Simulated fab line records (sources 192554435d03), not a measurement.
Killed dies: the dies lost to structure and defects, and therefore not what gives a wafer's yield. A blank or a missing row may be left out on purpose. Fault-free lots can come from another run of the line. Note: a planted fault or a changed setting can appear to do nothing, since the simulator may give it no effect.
Matching of chambers    flow n5Finfet    rieDiel-06 running N5_MOL_CONTACT_COAG_ETCHBACK_134: 4 sister chambers
The step etches SiO2 in CHF3, target depth 10 nm, time 6.7 s. 27 wafers are shown with their chamber, then 12 later ones without.

## WAFERS WITH THEIR CHAMBER
wafer   chamber  showerheadPlenumPTorr (Torr)  drypumpMotorCurrentA (A)  rfVppV (V)
L074.2  3        2.28                          5.2                       515
L074.3  0        2.48                          5.8                       517
L074.5  3        2.28                          5.3                       516
L075.2  3        2.28                          5.2                       515
L075.3  0        2.48                          5.8                       517
L075.4  2        2.26                          6.3                       514
L076.1  3        2.28                          5.3                       516
L076.2  1        2.38                          5.4                       548
L076.3  2        2.26                          6.3                       513
L076.4  0        2.48                          5.8                       517
L076.5  2        2.26                          6.3                       513
L076.6  3        2.28                          5.2                       516
L078.2  2        2.26                          6.3                       514
L078.3  0        2.47                          5.8                       518
L078.6  0        2.47                          5.8                       518
L081.1  1        2.38                          5.4                       547
L081.3  2        2.26                          6.3                       512
L081.6  0        2.47                          5.8                       518
L084.2  0        2.47                          5.8                       519
L084.3  3        2.28                          5.2                       517
L084.6  3        2.28                          5.2                       516
L085.1  2        2.26                          6.2                       513
L085.2  3        2.28                          5.2                       515
L085.3  1        2.37                          5.4                       545
L092.1  3        2.27                          5.2                       515
L092.2  0        2.46                          5.8                       518
L092.3  1        2.37                          5.4                       544

SIGNATURES, as means of the wafers listed above
reading                chamber 0  chamber 1  chamber 2  chamber 3  scatter within a chamber
showerheadPlenumPTorr  2.4725     2.3750     2.2600     2.2789     0.00484
drypumpMotorCurrentA   5.800      5.400      6.283      5.222      0.0322
rfVppV                 517.75     546.00     513.17     515.67     0.94
Rule: distance of a wafer from a chamber = root of the sum over the readings of ((wafer's reading minus chamber's mean) / reading's scatter) squared. If the next closest chamber is less than 2 further off than the closest, the wafer can't be placed; otherwise it belongs to the closest. The scatter is the square root of a quotient: the sum, over the shown wafers, of each reading's squared deviation from its chamber's mean, divided by wafers minus chambers.

## WAFERS WHOSE CHAMBER IS MISSING
wafer   showerheadPlenumPTorr (Torr)  drypumpMotorCurrentA (A)  rfVppV (V)
L092.4  2.54                          6.3                       522
L092.5  2.54                          6.3                       521
L092.6  2.37                          5.4                       545
L094.1  2.46                          5.8                       518
L094.2  2.27                          5.3                       516
L094.4  2.37                          5.4                       546
L095.2  2.54                          6.3                       521
L095.4  2.46                          5.8                       518
L095.5  2.27                          5.2                       517
L097.1  2.27                          5.2                       514
L097.4  2.36                          5.4                       546
L097.6  2.54                          6.2                       521

## CHAMBER TAKEN BY EACH
wafer    from the rows above   in truth
L092.4   0                     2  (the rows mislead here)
L092.5   0                     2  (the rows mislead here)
L092.6   1                     1
L094.1   0                     0
L094.2   3                     3
L094.4   1                     1
L095.2   0                     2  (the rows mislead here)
L095.4   0                     0
L095.5   3                     3
L097.1   3                     3
L097.4   1                     1
L097.6   0                     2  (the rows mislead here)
Placed correctly: 8 of 12. Not placeable from these rows: 0. 4 placed wrongly.
